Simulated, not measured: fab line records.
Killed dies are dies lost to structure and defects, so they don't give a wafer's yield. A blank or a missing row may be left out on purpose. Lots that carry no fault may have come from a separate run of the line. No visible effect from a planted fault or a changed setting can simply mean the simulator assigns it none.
Split-lot experiment :: flow n5-finfet :: 39 wafers read across 7 lots, on a route 1938 steps long

## THE SPLIT ITSELF
At N5_MOL_CONTACT_COAG_ALD_27 (deposits SiOC, target thk 17 nm, pulse time 1.5 s, time 2720 s), the setting ald-cycles was moved away from the recipe's 340 on 15 of the 39 wafers read, by -59.1% to +33.2%. The other wafers ran this setting at the recipe's value.

## FROM THE SPLIT TO THE READING: what the file shows between them, 4 steps
- N5_MOL_CONTACT_COAG_CMP_28: polishes, stops on SiNx, t overpolish 0.85 s, target thk 14.522 nm
- N5_MOL_CONTACT_COAG_ALD_123: deposits SiNx, target thk 5 nm, pulse time 1 s, purge time 2 s
- N5_MOL_CONTACT_COAG_VIA_ETCH_117: etches SiO2 in C4F6/O2, target depth 40 nm, overetch 8 nm, time 26 s
- N5_MOL_CONTACT_COAG_ETCH_124: etches SiNx in CH3F/O2, stops on SiOC, target depth 6.5 nm

## THE READING
etch.depth-nm (the simulator's own value, which no gauge read), in nm, at N5_MOL_CONTACT_COAG_ETCH_48 (etches SiOC in C4F6/O2, target depth 15 nm, overetch 4.5 nm, time 17 s). No usual value for it is given in the file. The 24 wafers here that ran the recipe average 13.649 nm, standard deviation 1.4 nm.

wafer: L074.1
tool, chamber at the split: ald-sin-02, 1,0,0
ald-cycles as run: 340
against the recipe: recipe
etch.depth-nm, nm: 12.6
against lot-mates on the recipe: -

wafer: L074.2
tool, chamber at the split: ald-sin-02, 3
ald-cycles as run: 340
against the recipe: recipe
etch.depth-nm, nm: 15.08
against lot-mates on the recipe: -

wafer: L074.3
tool, chamber at the split: ald-sin-02, 1,0,0
ald-cycles as run: 340
against the recipe: recipe
etch.depth-nm, nm: 13.18
against lot-mates on the recipe: -

wafer: L074.4
tool, chamber at the split: ald-sin-02, 2
ald-cycles as run: 340
against the recipe: recipe
etch.depth-nm, nm: 14.78
against lot-mates on the recipe: -

wafer: L074.5
tool, chamber at the split: ald-sin-02, 3
ald-cycles as run: 340
against the recipe: recipe
etch.depth-nm, nm: 13.61
against lot-mates on the recipe: -

wafer: L074.6
tool, chamber at the split: ald-sin-02, 1,0,0
ald-cycles as run: 340
against the recipe: recipe
etch.depth-nm, nm: 12.49
against lot-mates on the recipe: -

wafer: L078.1
tool, chamber at the split: ald-sin-04, 2
ald-cycles as run: 340
against the recipe: recipe
etch.depth-nm, nm: 13.48
against lot-mates on the recipe: -

wafer: L078.2
tool, chamber at the split: ald-sin-04, 1,3
ald-cycles as run: 340
against the recipe: recipe
etch.depth-nm, nm: 12.98
against lot-mates on the recipe: -

wafer: L078.3
tool, chamber at the split: ald-sin-04, 1,3
ald-cycles as run: 340
against the recipe: recipe
etch.depth-nm, nm: 12.18
against lot-mates on the recipe: -

wafer: L078.4
tool, chamber at the split: ald-sin-04, 0,2
ald-cycles as run: 188
against the recipe: -44.7%
etch.depth-nm, nm: 9.317
against lot-mates on the recipe: -3.563

wafer: L078.5
tool, chamber at the split: ald-sin-04, 0,2
ald-cycles as run: 188
against the recipe: -44.7%
etch.depth-nm, nm: 9.496
against lot-mates on the recipe: -3.384

wafer: L078.6
tool, chamber at the split: ald-sin-04, 3
ald-cycles as run: 188
against the recipe: -44.7%
etch.depth-nm, nm: 9.224
against lot-mates on the recipe: -3.656

wafer: L080.1
tool, chamber at the split: ald-sin-04, 3,0
ald-cycles as run: 139
against the recipe: -59.1%
etch.depth-nm, nm: 6.979
against lot-mates on the recipe: -7.951

wafer: L080.2
tool, chamber at the split: ald-sin-04, 3,0
ald-cycles as run: 139
against the recipe: -59.1%
etch.depth-nm, nm: 6.97
against lot-mates on the recipe: -7.960

wafer: L080.3
tool, chamber at the split: ald-sin-04, 1,3
ald-cycles as run: 340
against the recipe: recipe
etch.depth-nm, nm: 15.84
against lot-mates on the recipe: -

wafer: L080.4
tool, chamber at the split: ald-sin-04, 2
ald-cycles as run: 340
against the recipe: recipe
etch.depth-nm, nm: 13.56
against lot-mates on the recipe: -

wafer: L080.5
tool, chamber at the split: ald-sin-04, 1,3
ald-cycles as run: 340
against the recipe: recipe
etch.depth-nm, nm: 15.39
against lot-mates on the recipe: -

wafer: L080.6
tool, chamber at the split: ald-sin-04, 2
ald-cycles as run: 139
against the recipe: -59.1%
etch.depth-nm, nm: 7.151
against lot-mates on the recipe: -7.779

wafer: L081.1
tool, chamber at the split: ald-sin-04, 1,3,0
ald-cycles as run: 453
against the recipe: +33.2%
etch.depth-nm, nm: 14.26
against lot-mates on the recipe: +1.213

wafer: L081.2
tool, chamber at the split: ald-sin-04, 0,2,1
ald-cycles as run: 340
against the recipe: recipe
etch.depth-nm, nm: 12.58
against lot-mates on the recipe: -

wafer: L081.3
tool, chamber at the split: ald-sin-04, 0,2,1
ald-cycles as run: 340
against the recipe: recipe
etch.depth-nm, nm: 13
against lot-mates on the recipe: -

wafer: L081.4
tool, chamber at the split: ald-sin-04, 1,3,0
ald-cycles as run: 453
against the recipe: +33.2%
etch.depth-nm, nm: 14.6
against lot-mates on the recipe: +1.553

wafer: L081.5
tool, chamber at the split: ald-sin-04, 0,2,1
ald-cycles as run: 340
against the recipe: recipe
etch.depth-nm, nm: 13.56
against lot-mates on the recipe: -

wafer: L081.6
tool, chamber at the split: ald-sin-04, 1,3,0
ald-cycles as run: 453
against the recipe: +33.2%
etch.depth-nm, nm: 15.5
against lot-mates on the recipe: +2.453

wafer: L082.3
tool, chamber at the split: ald-sin-04, 2,1,2
ald-cycles as run: 340
against the recipe: recipe
etch.depth-nm, nm: 13.8
against lot-mates on the recipe: -

wafer: L082.4
tool, chamber at the split: ald-sin-04, 2,1,2
ald-cycles as run: 340
against the recipe: recipe
etch.depth-nm, nm: 12.34
against lot-mates on the recipe: -

wafer: L082.5
tool, chamber at the split: ald-sin-04, 2,1,2
ald-cycles as run: 340
against the recipe: recipe
etch.depth-nm, nm: 13.1
against lot-mates on the recipe: -

wafer: L083.1
tool, chamber at the split: ald-sin-02, 1,2,3
ald-cycles as run: 340
against the recipe: recipe
etch.depth-nm, nm: 16.96
against lot-mates on the recipe: -

wafer: L083.2
tool, chamber at the split: ald-sin-02, 0,3,0
ald-cycles as run: 144
against the recipe: -57.6%
etch.depth-nm, nm: 7.261
against lot-mates on the recipe: -8.189

wafer: L083.3
tool, chamber at the split: ald-sin-02, 1,2,3
ald-cycles as run: 340
against the recipe: recipe
etch.depth-nm, nm: 14.04
against lot-mates on the recipe: -

wafer: L083.4
tool, chamber at the split: ald-sin-02, 1,2,3
ald-cycles as run: 340
against the recipe: recipe
etch.depth-nm, nm: 15.35
against lot-mates on the recipe: -

wafer: L083.5
tool, chamber at the split: ald-sin-02, 0,3,0
ald-cycles as run: 144
against the recipe: -57.6%
etch.depth-nm, nm: 7.108
against lot-mates on the recipe: -8.342

wafer: L083.6
tool, chamber at the split: ald-sin-02, 0,3,0
ald-cycles as run: 144
against the recipe: -57.6%
etch.depth-nm, nm: 7.137
against lot-mates on the recipe: -8.313

wafer: L097.1
tool, chamber at the split: ald-sin-02, 1,0
ald-cycles as run: 340
against the recipe: recipe
etch.depth-nm, nm: 11.48
against lot-mates on the recipe: -

wafer: L097.2
tool, chamber at the split: ald-sin-02, 2
ald-cycles as run: 340
against the recipe: recipe
etch.depth-nm, nm: 14.9
against lot-mates on the recipe: -

wafer: L097.3
tool, chamber at the split: ald-sin-02, 1,0
ald-cycles as run: 340
against the recipe: recipe
etch.depth-nm, nm: 11.3
against lot-mates on the recipe: -

wafer: L097.4
tool, chamber at the split: ald-sin-02, 3
ald-cycles as run: 274
against the recipe: -19.4%
etch.depth-nm, nm: 13.65
against lot-mates on the recipe: +1.090

wafer: L097.5
tool, chamber at the split: ald-sin-02, 1,2
ald-cycles as run: 274
against the recipe: -19.4%
etch.depth-nm, nm: 13.71
against lot-mates on the recipe: +1.150

wafer: L097.6
tool, chamber at the split: ald-sin-02, 1,2
ald-cycles as run: 274
against the recipe: -19.4%
etch.depth-nm, nm: 13.77
against lot-mates on the recipe: +1.210
Where a row lists several chambers, the file gives one row for several wafers and doesn't say which wafer went through which chamber.

THE FIT
A straight line over all 39 wafers: etch.depth-nm changes by +0.0939 nm for each +1% of ald-cycles; r = +0.87; the points scatter about the line by 1.4 nm.
The same after taking each lot's own level away (the mean of its wafers on the recipe; 39 wafers): +0.11 nm for each +1%; r = +0.88; scatter 1.6 nm.
Per that fit: largest ald-cycles move, reading shift of 6.5 nm.
The lots' own levels span 12.5600 to 15.4500 nm, that is 2.1 times the standard deviation above.
Thus the slope moves with the lot-to-lot level: the two fits are different.
Check: for one of the wafers moved furthest among these (-59.1%), held out of the fit, the line's prediction against its lot-mates is -6.36 nm. It came out at -7.95 nm against them.

## FURTHER SPLITS ON THESE WAFERS
Note: prior to the reading, these wafers also went through further splits. Each is held against what the fit with the lots' levels taken away leaves over:
other split on the same wafers: N5_FIN_SAQP_HM_DEP_72 target-thk-a
wafers away from the commonest value: 18
r with etch.depth-nm (lot level and that fit taken away): +0.21

other split on the same wafers: N5_SD_EPI_N_EPI_21 epi-growth-time-s
wafers away from the commonest value: 12
r with etch.depth-nm (lot level and that fit taken away): -0.19

other split on the same wafers: N5_HKMG_FIN_CVD_62 target-thk-a
wafers away from the commonest value: 9
r with etch.depth-nm (lot level and that fit taken away): +0.20

## THE WHOLE CHAIN: every reading that the file lists as answering this split, in the file's order
step: N5_MOL_CONTACT_COAG_ALD_27
what it does: deposits SiOC, target thk 17 nm, pulse time 1.5 s, time 2720 s
reading: SiOC_of_MOL_CONTACT_COAG_ALD_27.thk-nm (the simulator's own value, which no gauge read)
change (the file's fit): +0.17 nm for each +1% of the setting
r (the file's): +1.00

step: N5_MOL_CONTACT_COAG_CMP_28
what it does: polishes, stops on SiNx, t overpolish 0.85 s, target thk 14.522 nm
reading: SiOC_of_MOL_CONTACT_COAG_ALD_27.thk-nm (the simulator's own value, which no gauge read)
change (the file's fit): +0.11 nm for each +1% of the setting
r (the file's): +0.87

step: N5_MOL_CONTACT_COAG_ETCH_48
what it does: etches SiOC in C4F6/O2, target depth 15 nm, overetch 4.5 nm, time 17 s
reading: etch.depth-nm (the simulator's own value, which no gauge read)
change (the file's fit): +0.11 nm for each +1% of the setting
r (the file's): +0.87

## THE FILE'S OWN FIT
etch.depth-nm changes by +0.11 nm for each +1% of ald-cycles, r = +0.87.
